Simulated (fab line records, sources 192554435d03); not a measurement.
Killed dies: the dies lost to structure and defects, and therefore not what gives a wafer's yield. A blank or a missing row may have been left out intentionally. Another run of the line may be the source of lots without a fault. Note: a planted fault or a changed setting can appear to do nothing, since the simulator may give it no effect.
Chamber matching || flow n5-finfet || 3 sister chambers for N5_BEOL_M6_PECVD_70 on pecvd-01
The step deposits SiO2 from TEOS/O2, target thk 20 nm, time 22.7 s. 14 wafers are shown with their chamber, then 7 later ones without.

## EACH WAFER AND ITS CHAMBER
{"wafer": "L074.1", "chamber": 0, "throttle-valve-pct (%)": 24.0, "showerhead-plenum-p-Torr (Torr)": 8.75, "heater-power-w (W)": 673}
{"wafer": "L074.2", "chamber": 2, "throttle-valve-pct (%)": 20.7, "showerhead-plenum-p-Torr (Torr)": 8.80, "heater-power-w (W)": 767}
{"wafer": "L074.3", "chamber": 1, "throttle-valve-pct (%)": 22.5, "showerhead-plenum-p-Torr (Torr)": 8.84, "heater-power-w (W)": 772}
{"wafer": "L074.4", "chamber": 0, "throttle-valve-pct (%)": 23.9, "showerhead-plenum-p-Torr (Torr)": 8.73, "heater-power-w (W)": 675}
{"wafer": "L074.5", "chamber": 2, "throttle-valve-pct (%)": 20.9, "showerhead-plenum-p-Torr (Torr)": 8.79, "heater-power-w (W)": 748}
{"wafer": "L074.6", "chamber": 1, "throttle-valve-pct (%)": 22.7, "showerhead-plenum-p-Torr (Torr)": 8.84, "heater-power-w (W)": 775}
{"wafer": "L076.4", "chamber": 1, "throttle-valve-pct (%)": 22.5, "showerhead-plenum-p-Torr (Torr)": 8.83, "heater-power-w (W)": 681}
{"wafer": "L076.5", "chamber": 2, "throttle-valve-pct (%)": 20.5, "showerhead-plenum-p-Torr (Torr)": 8.78, "heater-power-w (W)": 660}
{"wafer": "L076.6", "chamber": 0, "throttle-valve-pct (%)": 24.2, "showerhead-plenum-p-Torr (Torr)": 8.74, "heater-power-w (W)": 721}
{"wafer": "L086.3", "chamber": 1, "throttle-valve-pct (%)": 22.2, "showerhead-plenum-p-Torr (Torr)": 8.84, "heater-power-w (W)": 748}
{"wafer": "L086.5", "chamber": 2, "throttle-valve-pct (%)": 21.1, "showerhead-plenum-p-Torr (Torr)": 8.80, "heater-power-w (W)": 799}
{"wafer": "L086.6", "chamber": 1, "throttle-valve-pct (%)": 22.4, "showerhead-plenum-p-Torr (Torr)": 8.86, "heater-power-w (W)": 754}
{"wafer": "L087.2", "chamber": 1, "throttle-valve-pct (%)": 22.2, "showerhead-plenum-p-Torr (Torr)": 8.84, "heater-power-w (W)": 761}
{"wafer": "L087.4", "chamber": 1, "throttle-valve-pct (%)": 22.5, "showerhead-plenum-p-Torr (Torr)": 8.85, "heater-power-w (W)": 779}

SIGNATURES (averages over the wafers above)
{"reading": "throttle-valve-pct", "chamber 0": 24.033, "chamber 1": 22.429, "chamber 2": 20.800, "scatter within a chamber": 0.2}
{"reading": "showerhead-plenum-p-Torr", "chamber 0": 8.7400, "chamber 1": 8.8429, "chamber 2": 8.7925, "scatter within a chamber": 0.00962}
{"reading": "heater-power-w", "chamber 0": 689.67, "chamber 1": 752.86, "chamber 2": 743.50, "scatter within a chamber": 41.4}
Rule: for a wafer and a chamber, the distance is found by dividing, reading by reading, the gap between the wafer's reading and the chamber's mean by the reading's scatter, squaring, summing and taking the root. If the next closest chamber is less than 2 further off than the closest, the wafer can't be placed; otherwise it belongs to the closest. The scatter: the root of (the sum of the squares of (reading less its chamber's mean) over the shown wafers, divided by (wafers less chambers)).

## WAFERS WITH NO CHAMBER GIVEN
{"wafer": "L087.6", "throttle-valve-pct (%)": 24.4, "showerhead-plenum-p-Torr (Torr)": 8.76, "heater-power-w (W)": 674}
{"wafer": "L088.2", "throttle-valve-pct (%)": 24.3, "showerhead-plenum-p-Torr (Torr)": 8.76, "heater-power-w (W)": 709}
{"wafer": "L088.5", "throttle-valve-pct (%)": 24.3, "showerhead-plenum-p-Torr (Torr)": 8.77, "heater-power-w (W)": 702}
{"wafer": "L088.6", "throttle-valve-pct (%)": 22.2, "showerhead-plenum-p-Torr (Torr)": 8.84, "heater-power-w (W)": 693}
{"wafer": "L089.1", "throttle-valve-pct (%)": 22.1, "showerhead-plenum-p-Torr (Torr)": 8.85, "heater-power-w (W)": 712}
{"wafer": "L089.2", "throttle-valve-pct (%)": 24.4, "showerhead-plenum-p-Torr (Torr)": 8.78, "heater-power-w (W)": 721}
{"wafer": "L089.3", "throttle-valve-pct (%)": 21.2, "showerhead-plenum-p-Torr (Torr)": 8.80, "heater-power-w (W)": 792}

## WHICH CHAMBER EACH ONE RAN IN
{"wafer": "L087.6", "from the rows above": 0, "in truth": 0}
{"wafer": "L088.2", "from the rows above": 0, "in truth": 0}
{"wafer": "L088.5", "from the rows above": 0, "in truth": 0}
{"wafer": "L088.6", "from the rows above": 1, "in truth": 1}
{"wafer": "L089.1", "from the rows above": 1, "in truth": 1}
{"wafer": "L089.2", "from the rows above": 0, "in truth": 0}
{"wafer": "L089.3", "from the rows above": 2, "in truth": 2}
Placed correctly: 7 of 7. Not placeable from these rows: 0. Wrongly placed: 0.
